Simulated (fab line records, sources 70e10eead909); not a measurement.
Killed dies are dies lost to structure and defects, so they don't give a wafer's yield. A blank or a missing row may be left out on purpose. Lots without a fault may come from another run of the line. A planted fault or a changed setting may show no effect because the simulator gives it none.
Which tool did it? | flow nand_harc | 12 lots, 36 wafers sampled, at 6 steps of a route of 1302

WHAT THE GAUGES READ, wafer by wafer
NHARC_A_CONTACT_CD_MEAS_53.
lot  | measured     | on        | cd_nm (nm)
L075 | day 22 15:32 | cd_sem-02 | 287.5 288.4 287.9
L076 | day 23 01:04 | cd_sem-03 | 290.2 290.3 290.8
L079 | day 23 20:47 | cd_sem-02 | 291.1 290.0 290.0
L081 | day 24 20:31 | cd_sem-01 | 290.5 289.8 289.9
L084 | day 25 12:38 | cd_sem-03 | 289.1 290.7 289.6
L086 | day 26 08:49 | cd_sem-03 | 291.4 290.1 291.4
L085 | day 26 16:00 | cd_sem-03 | 289.0 289.8 290.7
L089 | day 27 07:46 | cd_sem-02 | 288.5 288.0 287.5
L091 | day 28 14:41 | cd_sem-01 | 291.0 290.5 290.6
L093 | day 30 01:17 | cd_sem-03 | 287.1 287.1 287.6
L095 | day 30 07:54 | cd_sem-03 | 289.8 289.7 290.5
L097 | day 30 19:47 | cd_sem-03 | 289.3 289.6 288.2

WHICH TOOL RAN EACH LOT (tool, then ch and the chambers of the sampled wafers, then the start)
lot  | NHARC_A_WL_FILL_STRIP_29           | NHARC_A_WL_FILL_ALD_19              | NHARC_A_CONTACT_DESCUM_47          | NHARC_A_CONTACT_ETCH_118             | NHARC_A_CONTACT_ETCH_122
L075 | rie_diel-11 ch 0,1,2, day 21 19:57 | ald_metal-03 ch 0,3, day 22 01:31   | rie_diel-05 ch 0,3, day 22 10:26   | har_cap_etch-01 ch 0,1, day 22 13:29 | har_cap_etch-01 ch 0,1, day 22 14:11
L076 | rie_diel-12 ch 1,2,3, day 22 08:10 | ald_metal-03 ch 1,2,3, day 22 13:09 | rie_diel-03 ch 0,2, day 22 19:59   | har_cap_etch-03 ch 0,1, day 22 23:01 | har_cap_etch-03 ch 0,1, day 22 23:41
L079 | rie_diel-01 ch 1,2,3, day 23 02:16 | ald_metal-03 ch 0,2, day 23 07:48   | rie_diel-05 ch 0,1,2, day 23 15:40 | har_cap_etch-02 ch 0,1, day 23 18:44 | har_cap_etch-02 ch 0,1, day 23 19:25
L081 | rie_diel-01 ch 0,2, day 24 02:23   | ald_metal-01 ch 0,1, day 24 07:57   | rie_diel-10 ch 0,2,3, day 24 15:25 | har_cap_etch-03 ch 1, day 24 18:28   | har_cap_etch-03 ch 1, day 24 19:08
L084 | rie_diel-01 ch 0,3, day 24 15:10   | ald_metal-02 ch 1,2, day 24 20:56   | rie_diel-05 ch 0,2,3, day 25 07:08 | har_cap_etch-02 ch 0,1, day 25 10:36 | har_cap_etch-02 ch 0,1, day 25 11:17
L086 | rie_diel-12 ch 1,3, day 25 15:03   | ald_metal-01 ch 2,3, day 25 20:37   | rie_diel-05 ch 1,2, day 26 03:44   | har_cap_etch-03 ch 0,1, day 26 06:47 | har_cap_etch-03 ch 0,1, day 26 07:28
L085 | rie_diel-12 ch 1,3, day 25 22:02   | ald_metal-03 ch 2,3, day 26 03:33   | rie_diel-03 ch 0,1,2, day 26 10:33 | har_cap_etch-03 ch 0,1, day 26 13:57 | har_cap_etch-03 ch 0,1, day 26 14:38
L089 | rie_diel-12 ch 0,2,3, day 26 11:39 | ald_metal-01 ch 1,2, day 26 17:14   | rie_diel-10 ch 0,2,3, day 27 02:40 | har_cap_etch-03 ch 0,1, day 27 05:43 | har_cap_etch-03 ch 0,1, day 27 06:23
L091 | rie_diel-12 ch 0,1,3, day 27 20:54 | ald_metal-03 ch 0,1, day 28 02:41   | rie_diel-05 ch 2,3, day 28 09:37   | har_cap_etch-03 ch 0,1, day 28 12:39 | har_cap_etch-03 ch 0,1, day 28 13:20
L093 | rie_diel-12 ch 0,1,2, day 29 07:49 | ald_metal-02 ch 0,1,3, day 29 13:25 | rie_diel-05 ch 0,3, day 29 20:04   | har_cap_etch-01 ch 0,1, day 29 23:16 | har_cap_etch-01 ch 0,1, day 29 23:56
L095 | rie_diel-12 ch 0,1,2, day 29 14:02 | ald_metal-03 ch 1,2,3, day 29 19:07 | rie_diel-05 ch 0,2,3, day 30 01:50 | har_cap_etch-02 ch 0,1, day 30 05:22 | har_cap_etch-02 ch 0,1, day 30 06:16
L097 | rie_diel-01 ch 0,3, day 30 01:26   | ald_metal-03 ch 2,3, day 30 06:59   | rie_diel-05 ch 1,3, day 30 14:36   | har_cap_etch-01 ch 0,1, day 30 17:41 | har_cap_etch-01 ch 0,1, day 30 18:22
- NHARC_A_WL_FILL_STRIP_29: strips in O2, time 20 s.
- NHARC_A_WL_FILL_ALD_19: deposits TiN, target thk 2 nm, pulse time 3 s, ald cycles 100.
- NHARC_A_CONTACT_DESCUM_47: chemistry O2, time 3 s.
- NHARC_A_CONTACT_ETCH_118: etches the open film in C4F8/O2/Ar, time 190 s, target depth 1850 nm.
- NHARC_A_CONTACT_ETCH_122: etches the open film in C4F8/O2/Ar, time 190 s, target depth 1850 nm.

THE ANSWER, worked out from the rows above alone
Rule: what is usual is taken from the lots themselves. Put in order of their means at a reading, lots are off if they are a third of the lots or fewer, leave a main group of 4 or more, and stand apart from it by a gap of 3 or more times the standard deviation of the main group's means; of several such gaps the widest counts. A main group whose means are all the same, to the digits that the tables above print for the reading, isn't used. A lot without any number at a reading at which 4 lots or more have one is off too. The other lots that the step has rows for count as sound.
No lot is off at any reading shown: from this, nothing can be told.

WHAT THE SIMULATOR HAD PUT IN
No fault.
